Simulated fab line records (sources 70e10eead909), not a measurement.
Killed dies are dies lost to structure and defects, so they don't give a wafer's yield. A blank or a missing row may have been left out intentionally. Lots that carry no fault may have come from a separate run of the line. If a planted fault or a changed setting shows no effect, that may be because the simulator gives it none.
Matching of chambers || flow nandHarc || NHARC_A_ONON_D2_DEP_33 on pecvd-04 has 3 sister chambers
The step deposits SiO2, target thk 200 nm. 6 wafers are shown with their chamber, then 8 later ones without.

WAFERS WITH THEIR CHAMBER
{"wafer": "L081.2", "chamber": 0, "heaterPowerW (W)": 647, "throttleValvePct (%)": 15.8}
{"wafer": "L081.5", "chamber": 0, "heaterPowerW (W)": 656, "throttleValvePct (%)": 15.6}
{"wafer": "L081.1", "chamber": 2, "heaterPowerW (W)": 534, "throttleValvePct (%)": 15.5}
{"wafer": "L081.3", "chamber": 1, "heaterPowerW (W)": 513, "throttleValvePct (%)": 16.2}
{"wafer": "L081.4", "chamber": 1, "heaterPowerW (W)": 516, "throttleValvePct (%)": 16.5}
{"wafer": "L086.1", "chamber": 2, "heaterPowerW (W)": 569, "throttleValvePct (%)": 15.6}

WAFERS WITHOUT THEIR CHAMBER
{"wafer": "L086.2", "heaterPowerW (W)": 542, "throttleValvePct (%)": 16.3}
{"wafer": "L086.4", "heaterPowerW (W)": 530, "throttleValvePct (%)": 16.5}
{"wafer": "L089.3", "heaterPowerW (W)": 442, "throttleValvePct (%)": 16.5}
{"wafer": "L089.5", "heaterPowerW (W)": 454, "throttleValvePct (%)": 16.7}
{"wafer": "L089.6", "heaterPowerW (W)": 749, "throttleValvePct (%)": 16.1}
{"wafer": "L096.1", "heaterPowerW (W)": 567, "throttleValvePct (%)": 16.3}
{"wafer": "L096.2", "heaterPowerW (W)": 654, "throttleValvePct (%)": 15.4}
{"wafer": "L096.5", "heaterPowerW (W)": 599, "throttleValvePct (%)": 16.2}

WHICH CHAMBER EACH ONE RAN IN
{"wafer": "L086.2", "from the rows above": 1, "in truth": 1}
{"wafer": "L086.4", "from the rows above": 1, "in truth": 1}
{"wafer": "L089.3", "from the rows above": 1, "in truth": 1}
{"wafer": "L089.5", "from the rows above": 1, "in truth": 1}
{"wafer": "L089.6", "from the rows above": 0, "in truth": 0}
{"wafer": "L096.1", "from the rows above": "can't be placed: 1 or 2", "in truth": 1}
{"wafer": "L096.2", "from the rows above": 0, "in truth": 0}
{"wafer": "L096.5", "from the rows above": "can't be placed: 0 or 2 or 1", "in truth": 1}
Placed correctly: 6 of 8. Can't be placed from these rows: 2 (the true chamber is among the candidates in 2). Placed wrongly: 0.
How it was worked out, from the rows above alone: a wafer's distance from a chamber is the root of the sum, over the readings, of the square of ((its reading less the chamber's mean) divided by the reading's scatter). If the next closest chamber is less than 2 further off than the closest, the wafer can't be placed; otherwise it belongs to the closest. The mean given for a chamber averages the wafers shown for that chamber. How the scatter is found: for the shown wafers, subtract from each reading the mean of its chamber, square and add these, divide the total by (wafers less chambers), then take the root.
